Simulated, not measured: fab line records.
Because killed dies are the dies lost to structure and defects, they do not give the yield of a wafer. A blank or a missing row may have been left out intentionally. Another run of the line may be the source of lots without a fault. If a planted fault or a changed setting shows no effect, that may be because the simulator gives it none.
Which tool is to blame? ; flow nand harc ; 12 lots with 36 wafers sampled at 3 steps, on a route of 1302 steps

## WHAT THE GAUGES READ, wafer by wafer
NHARC_A_BLC_OVL_MEAS_11.
lot;measured;on;overlay x nm (nm)
L074;day 23 04:01;overlay-01;0.6 0.2 -0.5
L077;day 24 04:28;overlay-01;-0.1 0.5 -0.6
L079;day 24 10:26;overlay-02;1.0 0.3 0.5
L080;day 25 03:18;overlay-01;0.2 -0.2 -0.8
L083;day 26 13:41;overlay-01;1.4 1.7 1.5
L086;day 27 11:49;overlay-02;0.1 0.1 -0.2
L087;day 28 10:35;overlay-02;-0.4 -1.1 -1.3
L088;day 29 01:33;overlay-01;-0.1 -0.2 -0.9
L091;day 30 17:29;overlay-02;-0.4 -0.5 -0.4
L093;day 30 23:50;overlay-02;0.2 0.2 0.5
L095;day 31 09:05;overlay-02;0.6 0.1 0.7
L097;day 31 23:11;overlay-02;1.4 1.9 1.4

## EACH LOT AND THE TOOL THAT RAN IT (in order: tool; ch and the chambers of the sampled wafers; start)
lot;NHARC_A_CONTACT_ETCH_137;NHARC_A_CONTACT_ETCH_139
L074;har cap etch-01 ch 1, day 22 23:23;har cap etch-01 ch 1, day 23 00:06
L077;har cap etch-02 ch 1, day 24 00:02;har cap etch-02 ch 1, day 24 00:35
L079;har cap etch-01 ch 0,1, day 24 05:26;har cap etch-01 ch 0,1, day 24 05:58
L080;har cap etch-03 ch 0,1, day 24 22:55;har cap etch-03 ch 0,1, day 24 23:26
L083;har cap etch-01 ch 1, day 26 09:19;har cap etch-01 ch 1, day 26 09:52
L086;har cap etch-02 ch 0,1, day 27 07:29;har cap etch-02 ch 0,1, day 27 08:02
L087;har cap etch-01 ch 0, day 28 06:10;har cap etch-01 ch 0, day 28 06:43
L088;har cap etch-02 ch 0,1, day 28 21:13;har cap etch-02 ch 0,1, day 28 21:46
L091;har cap etch-03 ch 0,1, day 30 13:08;har cap etch-03 ch 0,1, day 30 13:41
L093;har cap etch-01 ch 1, day 30 18:32;har cap etch-01 ch 1, day 30 19:04
L095;har cap etch-02 ch 0,1, day 31 04:54;har cap etch-02 ch 0,1, day 31 05:26
L097;har cap etch-03 ch 0,1, day 31 18:49;har cap etch-03 ch 0,1, day 31 19:22
- NHARC_A_CONTACT_ETCH_137: etches the open film in C4F8/O2/Ar, time 311 s, target depth 1912 nm.
- NHARC_A_CONTACT_ETCH_139: etches the open film in C4F8/O2/Ar, time 195 s, target depth 840 nm.

## THE ANSWER, worked out from the rows above alone
Rule: the usual values come from the lots themselves. Put in order of their means at a reading, lots are off if they are a third of the lots or fewer, leave a main group of 4 or more, and stand apart from it by a gap of 3 or more times the standard deviation of the main group's means; of several such gaps the widest counts. If all means in a main group match to the digits the tables above print for the reading, that group is not used. A lot without any number at a reading at which 4 lots or more have one is off too. Any other lot the step has rows for is counted as sound.
Across all readings shown, no lot is off: no conclusion can be drawn from this.

## WHAT THE SIMULATOR PUT IN
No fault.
